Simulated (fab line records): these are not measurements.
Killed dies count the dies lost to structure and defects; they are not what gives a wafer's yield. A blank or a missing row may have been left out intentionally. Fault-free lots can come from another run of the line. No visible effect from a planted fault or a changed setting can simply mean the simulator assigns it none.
A struck lot beside a sound one ; flow nandHarc ; 14 steps out of a route of 1302
Sound: these wafers, L911.1, L911.3, L911.5. Struck: wafers L920.4, L920.5, L920.6. At the end, the cause is stated.
Each step with rows lists, per side, the tool, then ch with its chambers, then its first start. Under that, the readings that differ: sound wafers ; struck wafers ; difference of the means ; sigmas: that difference in standard deviations of wafers without a fault.
alike: words and numbers the same on both sides, and readings whose means are apart by under 2 such deviations; not compared: readings that were withheld, readings missing a value for some wafer, numbers with overlapping values and no deviation given by the record, and bounds like >300 which may hide the same value.
The two part at a step that has a row with sigmas, a row that says differs or no value, or rows on one side only. When numbers do not overlap yet have no deviation, they are printed without sigmas and do not part them. Lack of a reading on every wafer of one side parts them only where that side has two or more wafers.

NHARC_P_GATE_RTA_64: time 1 s.
  sound on rtpAnneal-01 ch 0, day 8 14:11; struck on rtpAnneal-02 ch 0, day 11 19:17
reading;sound;struck;difference;sigmas
lamp_zone_7_pct (%);32.2 32.2 32.2;31.5 31.5 31.4;-0.7;-2
  alike: lampPowerPct, wafer_temp_C_max
then, 5 steps without rows for these wafers: NHARC_P_GATE_ETCH_77 (etches SiO2 in dHF, target depth 6 nm); NHARC_P_GATE_DEGAS_109 (time 60 s); NHARC_P_GATE_PRE_CLEAN_110 (time 30 s); NHARC_P_GATE_SPUTTER_78 (material Ni, target thk 10 nm); NHARC_P_GATE_SPUTTER_79 (material TiN, target thk 10 nm).
NHARC_P_GATE_RTA_80: time 30 s.
  sound on rtpAnneal-01 ch 0, day 8 14:47; struck on rtpAnneal-02 ch 0, day 11 19:53
  alike: wafer_temp_C_max
then, 1 step without rows for these wafers: NHARC_P_GATE_STRIP_67 (strips in SPM, time 600 s).
NHARC_P_GATE_RTA_82: time 30 s.
  sound on rtpAnneal-01 ch 0, day 8 15:14; struck on rtpAnneal-02 ch 0, day 11 20:20
reading;sound;struck;difference;sigmas
lamp_zone_7_pct (%);3.92 3.93 3.92;3.84 3.83 3.83;-0.09;-2
  alike: lampPowerPct, wafer_temp_C_max
NHARC_P_GATE_INSPECT_68:
  sound: defectInspect-02 at day 8 15:26; struck: defectInspect-02 at day 11 20:28
  alike: rawDefectCount
NHARC_P_CONTACT_DEP_30: deposits SiNx, target thk 30 nm.
  sound on pecvd-02 ch 0,2, day 8 15:32; struck on pecvd-02 ch 0,1,2, day 11 20:38
  alike: heaterPowerW
NHARC_P_CONTACT_DEP_00: deposits SiO2, target thk 500 nm.
  sound on pecvd-02 ch 0,2; struck on pecvd-02 ch 0,1,2
  alike: heaterPowerW, throttleValvePct
NHARC_P_CONTACT_CMP_01: polishes SiO2, target thk 200 nm.
  sound on cmp-02 ch 0,1, day 8 16:13; struck on cmp-03 ch 0,3, day 11 21:16
  no value came back on the struck wafers for edgeZonePressureFrac, motorCurrentA (A), slurryFilterDpKPa (kPa); on the sound wafers edgeZonePressureFrac reads 1.008 0.994 1.001
-- break in the record here, with 19 days between the starts of the struck wafers on either side (left off in module P_CONTACT, picked up again in module END, where the first step shown is number 1302 on the route) --
NHARC_END_SORT_01:
  only the struck wafers appear in the record here, on prober-02 ch 0 at day 30 23:11; the sound ones have no rows

## WHERE THEY PART
First at NHARC_P_GATE_RTA_64; last, within this record, at NHARC_END_SORT_01.

WHY: whatever the simulator had introduced
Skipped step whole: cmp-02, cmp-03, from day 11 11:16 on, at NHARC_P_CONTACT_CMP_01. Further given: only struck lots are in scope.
